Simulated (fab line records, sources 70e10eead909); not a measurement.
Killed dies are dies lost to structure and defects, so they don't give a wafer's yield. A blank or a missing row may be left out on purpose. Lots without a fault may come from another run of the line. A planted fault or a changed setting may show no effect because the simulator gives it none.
Tool commonality check | flow nand_harc | 1 lot, 3 wafers sampled

WHY IT WAS OPENED
At NHARC_END_SORT_01 the reading killed_at_periphery is flagged on 1 of 1 lot. Wafers without a fault read 3.7, standard deviation 2.2.
Rule: a lot is flagged when every wafer of it that has a number lies more than 4 standard deviations from that mean, or none has a number. The other lots count as sound.

lot  | measured     | on        | killed_at_periphery, wafer by wafer | flag
L703 | day 27 17:13 | prober-01 | 615 623 629                         | FLAGGED
The numbers of the flagged lots are 622.3 on average: +618.6 against the usual, or +99 or more standard deviations.

WHICH TOOL RAN EACH LOT
The record holds 3 process steps before the reading, out of a route of 1302 steps. In each cell: the tool, then ch and the chambers that the sampled wafers went through, then the start.
lot  | flag    | NHARC_P_ZERO_WELL_DESCUM_26     | NHARC_P_ZERO_WELL_EXPOSE_34      | NHARC_P_STI_CMP_21
L703 | FLAGGED | rie_diel-12 ch 1,2, day 5 06:55 | krf_scanner-03 ch 0, day 5 08:07 | no row
What these steps do:
- NHARC_P_ZERO_WELL_DESCUM_26: chemistry O2, time 3 s.
- NHARC_P_ZERO_WELL_EXPOSE_34: exposes mask P PWELL, target cd 720 nm.
- NHARC_P_STI_CMP_21: polishes, t overpolish 20 s, target thk 380.67 nm.
- NHARC_END_SORT_01

FLAGGED OVER TOTAL, TOOL BY TOOL (the gauges that took the reading come last)
step                        | tool           | lots run | flagged | share of the flagged lots | sound lots run after its first flagged lot
NHARC_P_ZERO_WELL_DESCUM_26 | rie_diel-12    | 1        | 1       | all                       | 0
NHARC_P_ZERO_WELL_EXPOSE_34 | krf_scanner-03 | 1        | 1       | all                       | 0
NHARC_END_SORT_01           | prober-01      | 1        | 1       | all                       | 0

WHAT THE TABLE ALLOWS
3 rows of the table ran every flagged lot: rie_diel-12 at NHARC_P_ZERO_WELL_DESCUM_26, krf_scanner-03 at NHARC_P_ZERO_WELL_EXPOSE_34, prober-01 at NHARC_END_SORT_01.
- rie_diel-12 at NHARC_P_ZERO_WELL_DESCUM_26: 1 of its 1 lot flagged. It ran no sound lot before its first flagged lot in this sample, so the start can't be narrowed down.
- krf_scanner-03 at NHARC_P_ZERO_WELL_EXPOSE_34: 1 of its 1 lot flagged. It ran no sound lot before its first flagged lot in this sample, so the start can't be narrowed down.
- prober-01 at NHARC_END_SORT_01: 1 of its 1 lot flagged. It ran no sound lot before its first flagged lot in this sample, so the start can't be narrowed down.
Counting lots can't tell these 3 tools apart, because each fits a fault that began at some hour. More lots, or a look at what each step does to the wafer, might.

WHAT THE SIMULATOR HAD PUT IN
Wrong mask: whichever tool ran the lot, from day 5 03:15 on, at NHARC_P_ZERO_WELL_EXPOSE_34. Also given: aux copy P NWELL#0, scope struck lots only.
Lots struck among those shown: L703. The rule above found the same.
